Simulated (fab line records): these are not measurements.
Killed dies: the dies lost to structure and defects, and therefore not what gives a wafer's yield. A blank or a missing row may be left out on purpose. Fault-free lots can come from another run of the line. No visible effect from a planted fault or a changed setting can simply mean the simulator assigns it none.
Chamber matching :: flow n5Finfet :: N5_BEOL_M1_PRE_CLEAN_60 on cvdCo-02: 3 sister chambers
The step time 15 s. 45 wafers are shown with their chamber, then 12 later ones without.

WAFERS, EACH WITH ITS CHAMBER
wafer: L076.1
chamber: 0
heaterPowerW (W): 89

wafer: L076.2
chamber: 2
heaterPowerW (W): 90

wafer: L076.3
chamber: 1
heaterPowerW (W): 77

wafer: L076.4
chamber: 0
heaterPowerW (W): 84

wafer: L076.5
chamber: 2
heaterPowerW (W): 89

wafer: L076.6
chamber: 1
heaterPowerW (W): 75

wafer: L077.2
chamber: 2
heaterPowerW (W): 89

wafer: L077.3
chamber: 1
heaterPowerW (W): 74

wafer: L077.5
chamber: 2
heaterPowerW (W): 89

wafer: L078.1
chamber: 2
heaterPowerW (W): 89

wafer: L078.2
chamber: 1
heaterPowerW (W): 76

wafer: L078.6
chamber: 1
heaterPowerW (W): 76

wafer: L081.2
chamber: 1
heaterPowerW (W): 76

wafer: L081.5
chamber: 0
heaterPowerW (W): 87

wafer: L081.6
chamber: 2
heaterPowerW (W): 91

wafer: L083.4
chamber: 2
heaterPowerW (W): 93

wafer: L083.5
chamber: 1
heaterPowerW (W): 77

wafer: L083.6
chamber: 0
heaterPowerW (W): 86

wafer: L085.1
chamber: 0
heaterPowerW (W): 87

wafer: L085.2
chamber: 2
heaterPowerW (W): 89

wafer: L085.3
chamber: 1
heaterPowerW (W): 77

wafer: L085.4
chamber: 1
heaterPowerW (W): 76

wafer: L085.5
chamber: 2
heaterPowerW (W): 89

wafer: L085.6
chamber: 0
heaterPowerW (W): 84

wafer: L084.2
chamber: 2
heaterPowerW (W): 90

wafer: L084.3
chamber: 0
heaterPowerW (W): 87

wafer: L084.4
chamber: 0
heaterPowerW (W): 85

wafer: L086.2
chamber: 2
heaterPowerW (W): 89

wafer: L086.4
chamber: 1
heaterPowerW (W): 77

wafer: L086.5
chamber: 0
heaterPowerW (W): 86

wafer: L087.1
chamber: 0
heaterPowerW (W): 88

wafer: L087.2
chamber: 1
heaterPowerW (W): 77

wafer: L087.3
chamber: 2
heaterPowerW (W): 89

wafer: L087.4
chamber: 1
heaterPowerW (W): 78

wafer: L087.5
chamber: 0
heaterPowerW (W): 86

wafer: L087.6
chamber: 2
heaterPowerW (W): 90

wafer: L088.1
chamber: 0
heaterPowerW (W): 86

wafer: L088.3
chamber: 2
heaterPowerW (W): 91

wafer: L088.4
chamber: 2
heaterPowerW (W): 91

wafer: L089.3
chamber: 2
heaterPowerW (W): 93

wafer: L089.4
chamber: 0
heaterPowerW (W): 88

wafer: L089.5
chamber: 1
heaterPowerW (W): 78

wafer: L091.2
chamber: 1
heaterPowerW (W): 77

wafer: L091.4
chamber: 1
heaterPowerW (W): 77

wafer: L091.5
chamber: 0
heaterPowerW (W): 89

SIGNATURES (averages over the wafers above)
reading: heaterPowerW
chamber 0: 86.57
chamber 1: 76.53
chamber 2: 90.06
scatter within a chamber: 1.36
Rule: distance of a wafer from a chamber = root of the sum over the readings of ((wafer's reading minus chamber's mean) / reading's scatter) squared. The wafer belongs to the nearest chamber; if the next one is less than 2 further off, it can't be placed. The scatter: the root of (the sum of the squares of (reading less its chamber's mean) over the shown wafers, divided by (wafers less chambers)).

WAFERS WHOSE CHAMBER IS MISSING
wafer: L093.1
heaterPowerW (W): 89

wafer: L093.2
heaterPowerW (W): 90

wafer: L093.6
heaterPowerW (W): 87

wafer: L094.2
heaterPowerW (W): 78

wafer: L094.3
heaterPowerW (W): 92

wafer: L094.6
heaterPowerW (W): 90

wafer: L096.1
heaterPowerW (W): 86

wafer: L096.2
heaterPowerW (W): 78

wafer: L096.5
heaterPowerW (W): 90

wafer: L097.1
heaterPowerW (W): 77

wafer: L097.2
heaterPowerW (W): 87

wafer: L097.4
heaterPowerW (W): 86

THE CHAMBER EACH PASSED THROUGH
wafer: L093.1
from the rows above: can't be placed: 2 or 0
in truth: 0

wafer: L093.2
from the rows above: 2
in truth: 2

wafer: L093.6
from the rows above: can't be placed: 0 or 2
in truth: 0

wafer: L094.2
from the rows above: 1
in truth: 1

wafer: L094.3
from the rows above: 2
in truth: 2

wafer: L094.6
from the rows above: 2
in truth: 2

wafer: L096.1
from the rows above: 0
in truth: 0

wafer: L096.2
from the rows above: 1
in truth: 1

wafer: L096.5
from the rows above: 2
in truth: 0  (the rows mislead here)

wafer: L097.1
from the rows above: 1
in truth: 1

wafer: L097.2
from the rows above: can't be placed: 0 or 2
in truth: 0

wafer: L097.4
from the rows above: 0
in truth: 0
8 of 12 placed correctly. Not placeable from these rows: 3 (in 3, the candidates include the true chamber). Number placed wrongly: 1.
